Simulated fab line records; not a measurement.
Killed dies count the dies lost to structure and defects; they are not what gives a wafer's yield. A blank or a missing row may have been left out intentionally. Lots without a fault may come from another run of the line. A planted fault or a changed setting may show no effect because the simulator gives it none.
fab line records	flow nand_harc
record: lots: 13	wafers: 38	last_day: 26
route steps=1159 shown A_CHANNEL_FILL_D1@507 A_STAIRCASE@532 END@1159
lots that met no fault: taken from a fault-free run of the same line
start_h: the number of hours between the record's first day and the start of the first shown wafer of the lot	wait_h: hours elapsed since this lot's preceding step	" identical to the entry in the row above	L1.1+2: a single row standing in for several wafers	- no value, or no start given	* or withheld: withheld	< > ~ a bound
route shown NAME@n: NAME is a module with steps in the file, n the number in the route of the first one	usual: mean/standard deviation of fault-free wafers	same: alike in all rows	chamber/n: place in a boat	sites: each site's reading	_std_site: the values' standard deviation	_edge_site: mean of outer sites minus mean of inner sites	radius_mm: for every site, how far away it sits from the centre of the wafer	mask NAME#n: copy n	behind: tool/chamber where the wafer was last shaped	hold: the reason the lot was held/the length of the hold in hours/how it ended	device: transistor that didn't switch, given as n, p or np	end of line: tests run on the same wafers once the route is complete	a step given without rows: its recipe and nothing more	killed: not the wafer's yield, but the dies lost to structure and defects at the first sort	map: a wafer's dies, x killed, . not, _ none there
set.NAME: setting as actually run; set.NAME@STEP: the setting as run at that earlier step	model.NAME: the simulator's own value behind a step, which no gauge read
one table for each step of the route and one row for each wafer, over a sample of lots
services: from which hour (start_h, from the record's first day; less than 0 if before it) a tool's chamber was out of use, for how many hours, and why
== steps ==
step: NHARC_A_CHANNEL_FILL_D1_ALD_25
recipe: target_thk_a: 600	pulse_time_s: 10	ald_cycles: 600	temp_c: 300	material: SiOx
usual: heater_power_w: 475/56	precursor_pulse_height_rel: 0.999/0.02	susceptor_temp_C: 300.02/0.19
lot.wafer	tool	chamber	start_h	wait_h	heater_power_w	precursor_pulse_height_rel	susceptor_temp_C
L570.1	ald_hk-04	0	231.83	0.1	506	0.965	300.00
L570.3	"	2	233.05	1.3	496	0.998	300.15
L570.4	"	3	"	"	525	0.972	300.00
L569.4	ald_hk-03	2	232.46	0.7	391	1.005	300.11
L569.3	"	3	"	"	549	1.006	299.52
L569.5	"	1	234.29	2.5	544	0.983	299.90
L571.2	ald_hk-03	2	236.94	0.1	378	0.999	299.62
L571.1	"	0	238.19	1.3	437	1.001	300.11
L571.5	"	3	240.05	3.2	535	0.984	299.85
L572.4	ald_hk-04	2	236.95	0.1	494	1.015	299.89
L572.2	"	3	"	"	503	0.996	300.34
L572.1	"	1	238.78	1.9	381	1.035	300.04
L573.2	ald_hk-03	1	254.48	1.3	558	0.971	299.85
L573.4	"	2	"	"	384	0.984	300.01
L573.5	"	0	256.34	3.1	449	0.972	300.06
L576.3	ald_hk-02	0	263.11	0.0	496	0.993	300.28
L576.6	"	0	265.62	2.5	493	1.002	300.54
L576.5	"	1	"	"	570	1.014	299.63
L575.4	ald_hk-04	1	263.12	0.1	387	0.992	300.19
L575.5	"	1	265.58	2.5	387	1.018	300.18
L575.6	"	2	"	"	516	0.963	299.92
L581.2	ald_hk-04	1	296.62	1.3	382	0.989	299.74
L581.4	"	2	"	"	499	0.964	299.82
L583.2	ald_hk-04	3	304.44	0.1	530	0.997	299.99
L583.4	"	1	305.67	1.3	389	1.024	299.95
L583.5	"	0	307.52	3.1	507	1.016	299.95
L584.2	ald_hk-02	1	321.66	3.7	542	0.992	300.03
L584.5	"	2	322.87	4.9	440	0.976	300.34
L584.6	"	3	324.08	6.1	448	0.997	300.13
L586.4	ald_hk-04	0	328.90	0.1	522	1.025	300.07
L586.3	"	1	330.12	1.3	372	0.983	299.96
L586.1	"	3	332.56	3.7	516	0.998	300.07
L591.2	ald_hk-04	2	362.55	0.1	508	0.962	300.31
L591.4	"	3	"	"	520	0.982	300.22
L591.6	"	2	365.02	2.5	491	0.998	300.02
L590.2	ald_hk-03	3	363.16	0.7	501	1.005	299.79
L590.3	"	1	364.39	1.9	516	1.023	299.56
L590.6	"	2	"	"	375	0.982	299.76
step: NHARC_A_CHANNEL_FILL_D1_CMP_10
recipe: target_thk_nm: 150
usual: motor_current_A: 12.1/1.4	time_to_endpoint_s: 14.4/2.3
lot.wafer	tool	chamber	start_h	wait_h	motor_current_A	time_to_endpoint_s
L569.3	cmp-02	1	243.23	0.4	12.5	14.7
L569.4	"	2	"	"	13.1	13.3
L569.5	"	1	"	"	11.6	13.7
L570.1	cmp-01	2	243.23	0.4	11.8	14.0
L570.4	"	3	"	"	12.0	12.8
L570.3	"	1	"	"	11.0	13.0
L571.2	cmp-02	0	248.23	0.4	9.9	11.1
L571.1	"	1	"	"	12.0	16.8
L571.5	"	1	"	"	12.9	18.8
L572.4	cmp-04	0	248.23	0.4	14.3	13.9
L572.1	"	2	"	"	12.0	13.9
L572.2	"	3	"	"	14.6	10.5
L573.2	cmp-01	2	264.67	0.4	11.9	16.2
L573.4	"	0	"	"	11.4	13.9
L573.5	"	1	"	"	11.1	15.5
L576.3	cmp-01	0	274.62	0.4	12.0	12.6
L576.5	"	2	"	"	11.3	15.7
L576.6	"	3	"	"	11.7	14.2
L575.4	cmp-04	0	274.65	0.4	14.3	18.6
L575.6	"	1	"	"	11.7	13.6
L575.5	"	2	"	"	11.7	13.9
L581.2	cmp-04	2	306.64	0.4	10.8	11.9
L581.4	"	3	"	"	14.5	11.6
L583.4	cmp-01	1	315.71	0.4	10.9	17.7
L583.2	"	2	"	"	11.8	18.8
L583.5	"	1	"	"	10.6	16.6
L584.2	cmp-02	3	333.11	0.4	11.1	12.8
L584.5	"	1	"	"	12.1	16.3
L584.6	"	2	"	"	13.3	15.5
L586.4	cmp-04	3	343.82	0.4	14.6	14.3
L586.3	"	0	"	"	13.5	17.8
L586.1	"	1	"	"	11.8	12.0
L590.3	cmp-02	0	373.82	0.4	9.7	12.5
L590.2	"	1	"	"	12.2	18.4
L590.6	"	1	"	"	11.9	18.3
L591.2	cmp-04	2	373.85	0.4	11.1	11.5
L591.4	"	3	"	"	14.7	11.1
L591.6	"	1	"	"	12.3	9.6
step: NHARC_A_STAIRCASE_ETCH_170
recipe: target_depth_a: 2000	time_s: 66.667	ion_energy_ev: 250	c4f6_flow_sccm: 25	o2_flow_sccm: 20	ar_flow_sccm: 500	rf_w: 600	bias_w: 500	chemistry: C4F6/O2
usual: drypump_motor_current_A: 5.9/0.48	oes_product_au: 0.969/0.017	rf_vpp_V: 545.4/3	run_length_s: 88.1/0.45	showerhead_plenum_p_Torr: 3.85/0.14	throttle_valve_pct: 26.902/0.0096
lot.wafer	tool	chamber	start_h	wait_h	drypump_motor_current_A	oes_product_au	rf_hours_counter_h	rf_vpp_V	run_length_s	showerhead_plenum_p_Torr	throttle_valve_pct
L569.4	rie_diel-12	0	245.12	-	6.8	0.984	11	546.2	88.6	3.88	26.893
L569.3	"	1	"	"	5.4	0.975	13	548.1	88.3	4.01	26.903
L569.5	"	0	"	"	6.8	0.976	-	544.7	88.7	3.88	26.901
L570.4	rie_diel-12	1	245.27	-	5.4	0.983	13	549.4	88.8	4.01	26.915
L570.1	"	2	"	"	5.6	0.967	13	542.1	87.8	3.77	26.915
L570.3	"	0	"	"	6.7	0.975	11	545.7	88.9	3.88	26.901
L572.1	rie_diel-12	1	250.14	-	5.3	0.966	17	547.6	88.4	4.01	26.901
L572.2	"	2	"	"	5.6	0.974	16	543.6	88.5	3.77	26.904
L572.4	"	3	"	"	5.9	0.962	14	543.1	87.1	3.82	26.920
L571.2	rie_diel-11	1	250.14	-	5.3	0.971	22	550.7	88.3	4.06	26.897
L571.1	"	3	"	"	6.5	0.980	22	544.3	87.7	3.82	26.889
L571.5	"	1	"	"	5.3	0.964	-	548.0	88.5	4.06	26.898
L573.2	rie_diel-02	3	266.77	-	6.1	0.976	41	550.7	88.5	4.08	26.914
L573.5	"	0	"	"	6.6	0.977	-	546.0	88.2	3.84	26.896
L573.4	"	2	"	"	5.4	0.971	-	541.1	87.8	3.64	26.896
L576.3	rie_diel-12	0	276.56	-	6.7	0.994	24	546.2	88.3	3.87	26.890
L576.5	"	1	"	"	5.4	0.983	-	547.5	79.7	4.00	26.905
L576.6	"	2	"	"	5.6	0.972	-	542.9	88.2	3.76	26.899
L575.4	rie_diel-12	2	276.71	-	5.6	0.961	24	543.4	88.6	3.76	26.913
L575.6	"	1	"	"	5.4	0.961	-	548.1	88.3	4.00	26.892
L575.5	"	2	"	"	5.6	0.976	-	542.9	79.4	3.76	26.880
L581.4	rie_diel-12	3	309.11	-	5.9	0.960	34	545.2	87.4	3.81	26.919
L581.2	"	0	"	"	6.6	0.972	33	547.0	79.6	3.87	26.889
L583.2	rie_diel-11	3	317.63	-	6.4	1.002	48	544.2	87.6	3.81	26.904
L583.4	"	0	"	"	6.2	0.982	48	540.7	87.7	3.64	26.915
L583.5	"	2	"	"	5.5	0.976	-	543.4	88.3	3.78	26.899
L584.2	rie_diel-11	1	334.82	-	5.3	0.965	54	549.1	88.3	4.04	26.907
L584.5	"	1	"	"	5.3	0.956	-	548.9	88.4	4.04	26.903
L584.6	"	2	"	"	5.5	0.965	-	543.9	88.1	3.78	26.902
L586.4	rie_diel-11	1	345.80	-	5.3	0.968	58	549.3	89.0	4.04	26.897
L586.1	"	2	"	"	5.5	0.970	41	545.0	88.5	3.78	26.904
L586.3	"	3	"	"	6.4	0.959	58	544.4	87.8	3.80	26.897
L590.3	rie_diel-12	0	375.69	-	6.7	0.961	58	545.4	88.7	3.85	26.896
L590.2	"	3	"	"	5.9	0.925	57	544.2	87.1	3.79	26.895
L590.6	"	0	"	"	6.7	0.969	-	545.2	88.5	3.85	26.910
L591.4	rie_diel-11	3	375.88	-	6.4	0.984	0	546.2	87.8	3.79	26.908
L591.2	"	0	"	"	6.3	0.998	0	554.3	87.6	4.23	26.912
L591.6	"	3	"	"	6.4	0.991	-	545.5	88.3	3.79	26.881
step: NHARC_A_STAIRCASE_STRIP_171
recipe: power_w: 1500	temp_c: 250	chemistry: O2
usual: drypump_motor_current_A: 5.8/0.44	heater_power_w: 328/31	rf_refl_power_W: 23.0/2.7
lot.wafer	tool	chamber	start_h	wait_h	drypump_motor_current_A	heater_power_w	rf_hours_counter_h	rf_refl_power_W
L569.3	plasma_asher-02	1	245.33	-	5.6	346	-	18.7
L569.4	"	0	"	"	6.1	304	-	22.7
L569.5	"	1	"	"	5.6	324	-	18.6
L570.1	plasma_asher-01	0	245.56	-	5.2	290	45	-
L570.4	"	1	"	"	6.3	379	-	-
L570.3	"	0	"	"	5.2	281	-	-
L572.2	plasma_asher-02	0	250.29	-	6.1	315	19	-
L572.1	"	1	"	"	5.6	340	19	-
L572.4	"	1	"	"	5.6	333	-	-
L571.2	plasma_asher-01	0	250.37	-	5.2	274	46	-
L571.1	"	1	"	"	6.3	376	46	-
L571.5	"	0	"	"	5.2	285	-	-
L573.2	plasma_asher-01	0	266.88	-	5.2	290	52	25.5
L573.4	"	0	"	"	5.2	295	-	25.1
L573.5	"	0	"	"	5.2	287	-	25.0
L576.3	plasma_asher-02	0	276.80	-	6.1	306	-	21.9
L576.5	"	1	"	"	5.6	332	-	19.3
L576.6	"	0	"	"	6.1	309	-	23.9
L575.4	plasma_asher-01	0	276.91	-	5.2	285	-	26.8
L575.5	"	0	"	"	5.2	284	-	24.7
L575.6	"	1	"	"	6.2	382	-	22.0
L581.2	plasma_asher-02	0	309.22	-	6.1	310	37	22.9
L581.4	"	0	"	"	6.1	310	-	23.2
L583.2	plasma_asher-01	0	317.74	-	5.2	296	13	25.7
L583.4	"	0	"	"	5.3	300	-	26.2
L583.5	"	0	"	"	5.2	301	-	27.3
L584.2	plasma_asher-01	1	334.98	-	6.2	359	17	22.1
L584.6	"	0	"	"	5.2	299	-	25.7
L584.5	"	1	"	"	6.2	360	-	22.4
L586.1	plasma_asher-01	0	345.96	-	5.2	304	20	26.7
L586.3	"	1	"	"	6.3	362	-	21.9
L586.4	"	0	"	"	5.2	304	-	26.8
L590.2	plasma_asher-01	0	375.85	-	5.2	296	35	25.1
L590.3	"	0	"	"	5.2	295	-	26.0
L590.6	"	1	"	"	6.2	364	-	22.7
L591.2	plasma_asher-02	1	376.05	-	5.6	341	2	19.7
L591.4	"	1	"	"	5.6	343	-	18.3
L591.6	"	0	"	"	6.1	311	-	22.8
step: NHARC_END_SORT_01
recipe: temp_c: 25
usual: killed_at_array: 27/11	killed_at_other: 0.6/1	killed_at_periphery: 3.0/2.1	killed_dies: 31/12	killed_open: 3.2/1.7	killed_short: 1.7/1.4
same: gross_dies: 677
lot.wafer	tool	chamber	start_h	wait_h	killed_at_array	killed_at_other	killed_at_periphery	killed_dies	killed_open	killed_short
L571.1	prober-02	0	460.79	2.5	18	0	2	20	3	2
L571.2	prober-02	0	461.59	2.8	15	0	1	16	2	1
L571.5	prober-02	0	463.99	3.7	18	0	2	20	7	1
L570.1	prober-02	0	468.63	2.5	24	0	4	28	4	0
L570.3	prober-02	0	470.22	3.1	21	1	5	27	2	2
L570.4	prober-02	0	471.01	3.4	38	1	1	40	2	3
L569.3	prober-01	0	476.03	3.1	11	0	3	14	3	0
L569.4	prober-01	0	476.84	3.4	11	0	1	12	1	1
L569.5	prober-01	0	477.65	3.7	9	0	3	12	6	0
L572.1	prober-02	0	476.48	2.6	19	2	2	23	4	1
L572.2	prober-02	0	477.26	2.8	30	0	2	32	5	0
L572.4	prober-02	0	478.82	3.4	27	3	4	34	4	2
L575.4	prober-01	0	492.50	3.4	28	1	2	31	3	2
L575.5	prober-01	0	493.32	3.8	671	0	4	675	4	1
L575.6	prober-01	0	494.13	4.1	14	1	3	18	3	0
L573.2	prober-02	0	497.71	2.8	30	1	1	32	3	2
L573.4	prober-02	0	499.29	3.4	31	0	4	35	4	2
L573.5	prober-02	0	500.08	3.7	22	1	2	25	3	4
L576.3	prober-02	0	506.19	3.0	29	1	3	33	2	3
L576.5	prober-02	0	507.76	3.6	669	0	7	676	3	3
L576.6	prober-02	0	508.54	3.9	27	0	3	30	2	1
L581.2	prober-02	0	513.15	2.8	669	0	1	670	1	1
L581.4	prober-02	0	514.73	3.4	12	0	2	14	4	0
L583.2	prober-02	0	522.45	2.8	34	0	5	39	2	1
L583.4	prober-02	0	524.06	3.4	28	1	7	36	5	1
L583.5	prober-02	0	524.86	3.7	27	0	1	28	4	0
L584.2	prober-01	0	540.81	2.8	48	4	1	53	1	2
L584.5	prober-01	0	543.24	3.7	40	3	4	47	4	2
L584.6	prober-01	0	544.05	4.0	36	2	5	43	0	1
L586.1	prober-01	0	549.31	2.5	39	0	2	41	3	1
L586.3	prober-01	0	550.93	3.1	57	0	1	58	5	3
L586.4	prober-01	0	551.73	3.4	46	1	3	50	4	1
L590.2	prober-02	0	588.77	2.8	19	1	2	22	6	1
L590.3	prober-02	0	589.56	3.1	23	4	1	28	0	2
L590.6	prober-02	0	591.92	3.9	26	3	2	31	6	0
L591.2	prober-02	0	619.87	2.8	29	2	1	32	2	3
L591.4	prober-02	0	621.46	3.4	19	2	2	23	2	1
L591.6	prober-02	0	623.05	4.0	19	0	2	21	2	3
killed by level:class
L571.1 A_SLIT:chamber_film_flake=6 A_CHANNEL_HOLE_D1:chamber_film_flake=4 A_STAIRCASE:chamber_film_flake=3 A_CHANNEL_FILL_D1:geometric_particle:short=2 P_M0:geometric_particle:open=1 A_SGD_CUT:geometric_particle:open=1 A_WL_FILL:geometric_particle:open=1 P_GATE:chamber_film_flake=1
L571.2 A_SLIT:chamber_film_flake=7 A_CHANNEL_HOLE_D1:chamber_film_flake=3 P_M0:geometric_particle:short=1 A_CHANNEL_FILL_D1:geometric_particle:open=1 A_BLC:geometric_particle:open=1 A_CHANNEL_FILL_D1:chamber_film_flake=1 A_CONTACT:chamber_film_flake=1 A_BONDPAD:chamber_film_flake=1
L571.5 A_SLIT:chamber_film_flake=10 A_CONTACT:geometric_particle:open=2 A_CHANNEL_HOLE_D1:chamber_film_flake=2 P_M0:geometric_particle:short=1 P_M1:geometric_particle:open=1 A_SOURCE_PLATE:geometric_particle:open=1 A_ONON_D1:geometric_particle:open=1 A_CHANNEL_FILL_D1:geometric_particle:open=1
L570.1 A_CHANNEL_HOLE_D1:chamber_film_flake=9 A_SLIT:chamber_film_flake=8 P_M1:chamber_film_flake=2 A_CONTACT:chamber_film_flake=2 P_M0:geometric_particle:open=1 A_CHANNEL_FILL_D1:geometric_particle:open=1 A_SGD_CUT:geometric_particle:open=1 A_CONTACT:geometric_particle:open=1
L570.3 A_CHANNEL_HOLE_D1:chamber_film_flake=9 A_SLIT:chamber_film_flake=6 P_M1:chamber_film_flake=3 P_GATE:chamber_film_flake=2 A_ZERO_WELL:chamber_film_flake=2 A_SGD_CUT:geometric_particle:short=1 A_CONTACT:geometric_particle:short=1 A_BLC:geometric_particle:open=1
L570.4 A_CHANNEL_HOLE_D1:chamber_film_flake=17 A_SLIT:chamber_film_flake=13 A_CONTACT:chamber_film_flake=3 A_SGD_CUT:geometric_particle:short=2 A_ONON_D1:geometric_particle:open=1 A_ONON_D1:geometric_particle:short=1 STARTING-WAFER:geometric_particle:open=1 P_ZERO_WELL:chamber_film_flake=1
L569.3 A_CONTACT:chamber_film_flake=4 A_CONTACT:geometric_particle:open=2 P_M1:chamber_film_flake=2 A_CHANNEL_HOLE_D1:chamber_film_flake=2 A_STAIRCASE:chamber_film_flake=2 A_WL_FILL:geometric_particle:open=1 P_STI:chamber_film_flake=1
L572.1 A_SLIT:chamber_film_flake=8 A_CHANNEL_HOLE_D1:chamber_film_flake=5 A_CONTACT:geometric_particle:open=2 HYBRID_BOND:chamber_film_flake=2 P_M0:geometric_particle:short=1 P_M0:geometric_particle:open=1 A_WL_FILL:geometric_particle:open=1 A_STAIRCASE:chamber_film_flake=1
L569.4 A_CONTACT:chamber_film_flake=4 A_STAIRCASE:chamber_film_flake=2 A_CHANNEL_FILL_D1:geometric_particle:short=1 A_M1:geometric_particle:open=1 P_M1:chamber_film_flake=1 A_CHANNEL_HOLE_D1:chamber_film_flake=1 A_WL_FILL:chamber_film_flake=1 A_BONDPAD:chamber_film_flake=1
L572.2 A_CHANNEL_HOLE_D1:chamber_film_flake=11 A_SLIT:chamber_film_flake=9 A_STAIRCASE:chamber_film_flake=4 A_CONTACT:geometric_particle:open=3 A_CONTACT:chamber_film_flake=3 P_CONTACT:geometric_particle:open=2
L569.5 A_CONTACT:chamber_film_flake=4 A_WL_FILL:geometric_particle:open=3 P_M0:geometric_particle:open=1 P_M1:geometric_particle:open=1 P_M2:geometric_particle:open=1 A_CHANNEL_HOLE_D1:chamber_film_flake=1 A_STAIRCASE:chamber_film_flake=1
L572.4 A_SLIT:chamber_film_flake=12 A_CHANNEL_HOLE_D1:chamber_film_flake=11 P_GATE:geometric_particle:open=2 HYBRID_BOND:chamber_film_flake=2 P_GATE:geometric_particle:short=1 P_M0:geometric_particle:open=1 A_CHANNEL_FILL_D1:geometric_particle:open=1 A_CONTACT:geometric_particle:short=1
L575.4 A_CHANNEL_HOLE_D1:chamber_film_flake=15 A_STAIRCASE:chamber_film_flake=4 A_ZERO_WELL:chamber_film_flake=2 A_WL_FILL:chamber_film_flake=2 P_M2:geometric_particle:open=1 A_ONON_D1:geometric_particle:open=1 A_WL_FILL:geometric_particle:short=1 A_CONTACT:geometric_particle:open=1
L575.5 A_STAIRCASE:area_etch=647 A_CHANNEL_HOLE_D1:chamber_film_flake=15 A_WL_FILL:chamber_film_flake=3 P_M0:geometric_particle:open=2 A_ZERO_WELL:chamber_film_flake=2 P_M1:geometric_particle:open=1 A_SLIT:geometric_particle:short=1 A_M1:geometric_particle:open=1
L575.6 A_CHANNEL_HOLE_D1:chamber_film_flake=9 P_GATE:chamber_film_flake=2 A_CONTACT:chamber_film_flake=2 P_GATE:geometric_particle:open=1 A_CHANNEL_FILL_D1:geometric_particle:open=1 A_M0:geometric_particle:open=1 A_SLIT:chamber_film_flake=1 THIN_TSV:chamber_film_flake=1
L573.2 A_CHANNEL_HOLE_D1:chamber_film_flake=15 A_SLIT:chamber_film_flake=7 A_CONTACT:chamber_film_flake=3 A_WL_FILL:geometric_particle:open=2 P_CONTACT:geometric_particle:short=1 A_CHANNEL_FILL_D1:geometric_particle:open=1 A_M0:geometric_particle:short=1 A_SGD_CUT:chamber_film_flake=1
L573.4 A_SLIT:chamber_film_flake=15 A_CHANNEL_HOLE_D1:chamber_film_flake=9 A_STAIRCASE:chamber_film_flake=3 P_GATE:geometric_particle:open=1 P_CONTACT:geometric_particle:open=1 P_M1:geometric_particle:open=1 A_ONON_D1:geometric_particle:open=1 A_WL_FILL:geometric_particle:short=1
L573.5 A_CHANNEL_HOLE_D1:chamber_film_flake=10 A_STAIRCASE:chamber_film_flake=3 A_ONON_D1:geometric_particle:open=2 A_SLIT:chamber_film_flake=2 A_CONTACT:chamber_film_flake=2 P_CONTACT:geometric_particle:short=1 P_M0:geometric_particle:open=1 A_SOURCE_PLATE:geometric_particle:short=1
L576.3 A_SLIT:chamber_film_flake=16 A_STAIRCASE:chamber_film_flake=3 A_CHANNEL_FILL_D1:chamber_film_flake=2 P_GATE:geometric_particle:short=1 A_SOURCE_PLATE:geometric_particle:open=1 A_CHANNEL_HOLE_D1:geometric_particle:short=1 A_WL_FILL:geometric_particle:short=1 A_M0:geometric_particle:open=1
L576.5 A_STAIRCASE:area_etch=641 A_SLIT:chamber_film_flake=15 A_CONTACT:chamber_film_flake=5 A_CHANNEL_HOLE_D1:chamber_film_flake=4 P_ZERO_WELL:chamber_film_flake=2 A_STAIRCASE:chamber_film_flake=2 P_CONTACT:geometric_particle:short=1 P_M0:geometric_particle:open=1
L576.6 A_SLIT:chamber_film_flake=11 A_CHANNEL_HOLE_D1:chamber_film_flake=4 A_STAIRCASE:chamber_film_flake=4 A_ZERO_WELL:chamber_film_flake=3 A_WL_FILL:chamber_film_flake=2 P_CONTACT:geometric_particle:short=1 A_CHANNEL_HOLE_D1:geometric_particle:open=1 A_M0:geometric_particle:open=1
L581.2 A_STAIRCASE:area_etch=657 A_CHANNEL_HOLE_D1:chamber_film_flake=6 A_STAIRCASE:chamber_film_flake=2 A_CONTACT:chamber_film_flake=2 P_ZERO_WELL:geometric_particle:open=1 A_WL_FILL:geometric_particle:short=1 A_CHANNEL_FILL_D1:chamber_film_flake=1
L581.4 A_STAIRCASE:chamber_film_flake=5 A_CONTACT:geometric_particle:open=2 A_CHANNEL_HOLE_D1:geometric_particle:open=1 A_SGD_CUT:geometric_particle:open=1 P_ZERO_WELL:chamber_film_flake=1 P_STI:chamber_film_flake=1 A_CHANNEL_HOLE_D1:chamber_film_flake=1 A_CONTACT:chamber_film_flake=1
L583.2 A_SLIT:chamber_film_flake=17 A_CHANNEL_HOLE_D1:chamber_film_flake=7 A_STAIRCASE:chamber_film_flake=5 A_CONTACT:chamber_film_flake=4 P_STI:chamber_film_flake=2 P_M0:geometric_particle:open=1 P_M2:geometric_particle:short=1 A_CONTACT:geometric_particle:open=1
L583.4 A_SLIT:chamber_film_flake=15 A_CHANNEL_HOLE_D1:chamber_film_flake=7 P_STI:chamber_film_flake=4 P_M1:geometric_particle:open=2 A_CONTACT:chamber_film_flake=2 P_CONTACT:geometric_particle:open=1 A_CHANNEL_HOLE_D1:geometric_particle:open=1 A_WL_FILL:geometric_particle:short=1
L583.5 A_SLIT:chamber_film_flake=14 A_STAIRCASE:chamber_film_flake=4 A_CHANNEL_HOLE_D1:chamber_film_flake=3 A_CONTACT:geometric_particle:open=2 A_CONTACT:chamber_film_flake=2 A_CHANNEL_FILL_D1:geometric_particle:open=1 A_M1:geometric_particle:open=1 P_STI:chamber_film_flake=1
L584.2 A_SLIT:chamber_film_flake=22 A_STAIRCASE:chamber_film_flake=11 A_CHANNEL_HOLE_D1:chamber_film_flake=6 A_CONTACT:chamber_film_flake=6 THIN_TSV:chamber_film_flake=4 A_ONON_D1:geometric_particle:short=1 A_CHANNEL_HOLE_D1:geometric_particle:short=1 A_CHANNEL_FILL_D1:geometric_particle:open=1
L584.5 A_SLIT:chamber_film_flake=18 A_STAIRCASE:chamber_film_flake=10 A_CHANNEL_HOLE_D1:chamber_film_flake=9 THIN_TSV:chamber_film_flake=3 P_GATE:geometric_particle:open=2 P_CONTACT:geometric_particle:short=1 A_ONON_D1:geometric_particle:short=1 A_STAIRCASE:geometric_particle:open=1
L584.6 A_SLIT:chamber_film_flake=19 A_STAIRCASE:chamber_film_flake=8 A_CHANNEL_HOLE_D1:chamber_film_flake=6 P_STI:chamber_film_flake=3 P_GATE:chamber_film_flake=2 A_CONTACT:chamber_film_flake=2 THIN_TSV:chamber_film_flake=2 A_WL_FILL:geometric_particle:short=1
L586.1 A_CHANNEL_HOLE_D1:chamber_film_flake=16 A_SLIT:chamber_film_flake=14 A_STAIRCASE:chamber_film_flake=3 A_CONTACT:chamber_film_flake=2 P_CONTACT:geometric_particle:open=1 A_CHANNEL_HOLE_D1:geometric_particle:open=1 A_CHANNEL_FILL_D1:geometric_particle:open=1 A_M0:geometric_particle:short=1
L586.3 A_SLIT:chamber_film_flake=23 A_CHANNEL_HOLE_D1:chamber_film_flake=18 A_CONTACT:chamber_film_flake=4 A_CONTACT:geometric_particle:open=2 A_M0:geometric_particle:open=2 A_SOURCE_PLATE:geometric_particle:short=1 A_SGD_CUT:geometric_particle:short=1 A_WL_FILL:geometric_particle:short=1
L586.4 A_CHANNEL_HOLE_D1:chamber_film_flake=18 A_SLIT:chamber_film_flake=16 A_CHANNEL_FILL_D1:chamber_film_flake=4 P_CONTACT:geometric_particle:open=2 A_CONTACT:chamber_film_flake=2 A_CONTACT:geometric_particle:open=2 A_STAIRCASE:chamber_film_flake=2 A_CHANNEL_FILL_D1:geometric_particle:short=1
L590.2 A_CONTACT:geometric_particle:open=4 A_CONTACT:chamber_film_flake=4 A_CHANNEL_HOLE_D1:chamber_film_flake=3 A_WL_FILL:chamber_film_flake=3 A_STAIRCASE:chamber_film_flake=2 P_CONTACT:geometric_particle:open=1 A_ONON_D1:geometric_particle:open=1 A_BLC:geometric_particle:short=1
L590.3 A_CHANNEL_HOLE_D1:chamber_film_flake=10 A_CONTACT:chamber_film_flake=9 THIN_TSV:chamber_film_flake=4 A_STAIRCASE:chamber_film_flake=2 P_M2:geometric_particle:short=1 A_CONTACT:geometric_particle:short=1 A_SGD_CUT:chamber_film_flake=1
L590.6 A_CHANNEL_HOLE_D1:chamber_film_flake=9 A_CONTACT:chamber_film_flake=4 A_CONTACT:geometric_particle:open=3 A_STAIRCASE:chamber_film_flake=3 THIN_TSV:chamber_film_flake=3 A_ONON_D1:geometric_particle:open=2 P_STI:chamber_film_flake=2 A_SLIT:chamber_film_flake=2
L591.2 A_CHANNEL_HOLE_D1:chamber_film_flake=10 A_STAIRCASE:chamber_film_flake=9 A_CONTACT:chamber_film_flake=4 P_M0:geometric_particle:open=1 A_SOURCE_PLATE:geometric_particle:short=1 A_ONON_D1:geometric_particle:short=1 A_SGD_CUT:geometric_particle:short=1 A_WL_FILL:geometric_particle:open=1
L591.4 A_CHANNEL_HOLE_D1:chamber_film_flake=11 A_STAIRCASE:chamber_film_flake=3 A_CONTACT:chamber_film_flake=2 THIN_TSV:chamber_film_flake=2 P_CONTACT:geometric_particle:open=1 P_M0:geometric_particle:open=1 A_WL_FILL:geometric_particle:short=1 A_SLIT:chamber_film_flake=1
L591.6 A_CHANNEL_HOLE_D1:chamber_film_flake=11 A_CONTACT:chamber_film_flake=4 A_WL_FILL:geometric_particle:short=2 P_M0:geometric_particle:short=1 P_M2:geometric_particle:open=1 A_ONON_D1:geometric_particle:open=1 A_STAIRCASE:chamber_film_flake=1
== services ==
tool	chamber	start_h	hours	kind
rie_diel-12	-	212.33	1.2	repair
ald_hk-02	-	215.23	4.0	repair
cmp-04	-	215.88	4.0	pm
cmp-02	-	227.18	4.0	pm
cmp-04	-	228.85	3.0	repair
cmp-04	-	240.81	2.5	repair
cmp-01	-	246.61	4.5	repair
cmp-04	-	251.09	0.5	repair
cmp-04	-	254.65	1.3	repair
rie_diel-11	1	260.58	1.5	repair
cmp-01	-	276.84	2.4	repair
cmp-04	-	277.78	2.1	repair
plasma_asher-01	-	277.99	9.0	pm
plasma_asher-02	-	280.03	11.4	repair
ald_hk-02	-	280.57	10.0	pm
cmp-04	-	313.88	4.0	pm
rie_diel-12	3	318.14	2.6	repair
cmp-02	-	325.18	4.0	pm
cmp-04	-	325.94	0.5	repair
plasma_asher-02	-	327.30	2.2	repair
ald_hk-03	-	328.58	10.0	pm
cmp-04	-	344.88	1.7	repair
plasma_asher-02	-	360.00	9.0	pm
rie_diel-11	-	366.56	9.0	pm
== key ==
first_sign: step: NHARC_A_STAIRCASE_ETCH_170	reading: run_length_s	direction: down	sigmas: 19	usual: *	struck: *
effect: step: NHARC_END_SORT_01	reading: killed_at_array	direction: up	sigmas: 56	usual: 27	struck: 670
more_kills_born_at: NHARC_A_STAIRCASE_ETCH_170@rie_diel-12: 1945
met_at NHARC_A_STAIRCASE_ETCH_170
struck_lots L575,L576,L581
struck_wafers L575.5,L576.5,L581.2
later_rows_left_out L575.5,L576.5,L581.2
tester_left_out L575,L576,L581
not_acting_at NHARC_A_CHANNEL_FILL_D1_ALD_25,NHARC_A_CHANNEL_FILL_D1_CMP_10,NHARC_A_STAIRCASE_STRIP_171
onset_between 250.14 276.56
fault: kind: process_parameter_drift	tool: rie_diel-12	chamber: -	onset_h: 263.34	steps: NHARC_A_STAIRCASE_ETCH_170	channel: time_s	offset: *	shape: step	end_h: 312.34	scope: struck_wafers_only	acts_in: *	stated: *
tester_left_out: of these lots the tester's yield and bins aren't shown, on N5 and GAA mostly nor the transistor test; their killed dies are dies lost to structure and defects alone, not to doping, threshold or leakage, so they don't give the yield
later_rows_left_out: the simulator's readings of these wafers behind a module that went badly wrong aren't trusted and aren't shown, but for the sort
